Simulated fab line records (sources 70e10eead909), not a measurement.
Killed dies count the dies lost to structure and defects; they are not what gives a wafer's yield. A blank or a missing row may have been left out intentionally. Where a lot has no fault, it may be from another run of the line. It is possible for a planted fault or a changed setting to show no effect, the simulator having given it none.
Struck lot and sound lot, side by side || flow nand harc || 27 steps out of a route of 1302
Sound: these wafers, L550.3, L550.4, L550.5. The struck wafers were L557.3, L557.5, L557.6. The cause is given at the end.
For every step that has rows: the tool of each side, followed by ch and its chambers, followed by its first start. Under that, the readings that differ: sound wafers || struck wafers || difference of the means || sigmas: that difference in standard deviations of wafers without a fault.
alike: same words and numbers on both sides, and readings whose means sit less than 2 such deviations apart. not compared: any withheld reading, any reading some wafer has no value for, any bound like >300 that may hide the same value, and any number with overlapping values for which the record gives no deviation.
Wherever a step has rows on one side only, a row that says differs or no value, or a row with sigmas, the two part there. Numbers that don't overlap but have no deviation are shown without sigmas and don't part them. Lack of a reading on every wafer of one side parts them only where that side has two or more wafers.

NHARC_P_ZERO_WELL_INSPECT_43:
  sound on defect inspect-02, day 4 15:25; struck on defect inspect-02, day 7 13:45
  alike: raw defect count
then, 11 steps without rows for these wafers: NHARC_P_STI_ETCH_26 (etches SiO2 in dHF, target depth 11 nm); NHARC_P_STI_PRECLEAN_27 (cleans in SC1); NHARC_P_STI_SRD_28; NHARC_P_STI_OXIDE_29 (material SiO2, target thk 10 nm, ox time 1362 s); NHARC_P_STI_HM_DEP_30 (deposits Si3N4, target thk 80 nm, time 873 s); NHARC_P_STI_DEHYDRATE_01 (time 120 s); NHARC_P_STI_HMDS_02 (time 30 s); NHARC_P_STI_COAT_41 (time 65 s); NHARC_P_STI_COAT_03 (resist thk 600 nm); NHARC_P_STI_SOFTBAKE_04 (time 70 s); NHARC_P_STI_EBR_05.
NHARC_P_STI_EXPOSE_06: exposes mask P STI, target cd 200 nm.
  sound on krf scanner-04 ch 0, day 5 09:47; struck on krf scanner-04 ch 0, day 8 04:47
{"reading": "mask", "sound": "P_STI#0 P_STI#0 P_STI#0", "struck": "P_STI_R1#0 P_STI_R1#0 P_STI_R1#0", "difference": "differs", "sigmas": ""}
  alike: focus offset nm
then, 2 steps without rows for these wafers: NHARC_P_STI_PEB_07 (peb time 80 s); NHARC_P_STI_DEVELOP_08 (time 50 s).
NHARC_P_STI_CD_MEAS_09 targets a cd of 200 nm.
  sound on cd sem-03 ch 0, day 5 09:55; struck on cd sem-03 ch 0, day 8 04:56
{"reading": "cd nm (nm)", "sound": "201.0 200.5 201.9", "struck": "218.4 212.5 209.8", "difference": "+12.4", "sigmas": "+5"}
NHARC_P_STI_OVL_MEAS_10:
  sound on overlay-01, day 5 10:01; struck on overlay-02, day 8 05:01
  alike: overlay x nm, overlay y nm
NHARC_P_STI_INSPECT_11:
  sound on defect inspect-02, day 5 10:03; struck on defect inspect-01, day 8 05:03
  alike: raw defect count
then, 1 step without rows for these wafers: NHARC_P_STI_HARDBAKE_13 (time 65 s).
NHARC_P_STI_DESCUM_14: chemistry O2, time 3 s.
  sound on rie diel-09 ch 1,2,3, day 5 10:11; struck on rie diel-07 ch 1,2, day 8 05:11
{"reading": "model.P_STI.cd nm (nm)", "sound": "200.6 200 201.5", "struck": "217.3 212.7 209.6", "difference": "+12.5", "sigmas": ""}
  alike: chamber pressure mTorr, drypump motor current A, oes product au, rf vpp V, showerhead plenum p Torr, throttle valve pct
  not compared: rf hours counter h
NHARC_P_STI_ETCH_42: etches the open film in N2/H2, target depth 80 nm, overetch 24 nm, time 61 s.
  sound on rie diel-09 ch 0,2, day 5 10:16; struck on rie diel-07 ch 2,3, day 8 05:16
  alike: bias w, chamber pressure mTorr, drypump motor current A, oes product au, rf vpp V, showerhead plenum p Torr, throttle valve pct
  not compared: rf hours counter h
NHARC_P_STI_ETCH_31: etches the open film in CF4/CHF3, target depth 108.9 nm, time 54.5 s.
  sound on rie diel-09 ch 0,1,3; struck on rie diel-07 ch 0,3
  alike: bias w, chamber pressure mTorr, drypump motor current A, oes product au, rf vpp V, showerhead plenum p Torr, throttle valve pct
  not compared: rf hours counter h
NHARC_P_STI_ETCH_15: etches the open film in HBr/Cl2, target depth 300 nm, time 100.1 s.
  sound on rie si-05 ch 0,2,3, day 5 10:29; struck on rie si-05 ch 0,3, day 8 05:28
{"reading": "model.P_STI.cd nm (nm)", "sound": "200.1 200.5 201.7", "struck": "216.9 212.8 209.4", "difference": "+12.3", "sigmas": ""}
  alike: bias w, chamber pressure mTorr, drypump motor current A, oes product au, throttle valve pct
  not compared: rf hours counter h
NHARC_P_STI_CD_MEAS_16:
  sound on cd sem-01, day 5 10:37; struck on cd sem-01, day 8 05:37
{"reading": "cd nm (nm)", "sound": "200.5 200.5 201.7", "struck": "216.9 212.9 209.4", "difference": "+12.2", "sigmas": "+5"}
NHARC_P_STI_OCD_MEAS_17:
  sound on ocd-02, day 5 10:42; struck on ocd-02, day 8 05:43
{"reading": "trench foot cd nm (nm)", "sound": "159.5 158.4 160.5", "struck": "176.3 170.8 167.0", "difference": "+11.9", "sigmas": "+5"}
  alike: trench depth nm
then, 1 step without rows for these wafers: NHARC_P_STI_STRIP_19 (strips in SPM, time 900 s).
-- the record jumps here: 23 days lie between the struck wafers' starts before and after (it left off in module P_STI and takes up again in module END, whose first step shown is number 1302 of the route) --
NHARC_END_SORT_01:
  here the record holds rows for the struck wafers (prober-02 ch 0, day 31 01:02) but none for the sound ones

WHERE THEY PART
Last at NHARC_END_SORT_01 as far as this record goes, first at NHARC_P_STI_EXPOSE_06.

WHY: what had been put in by the simulator
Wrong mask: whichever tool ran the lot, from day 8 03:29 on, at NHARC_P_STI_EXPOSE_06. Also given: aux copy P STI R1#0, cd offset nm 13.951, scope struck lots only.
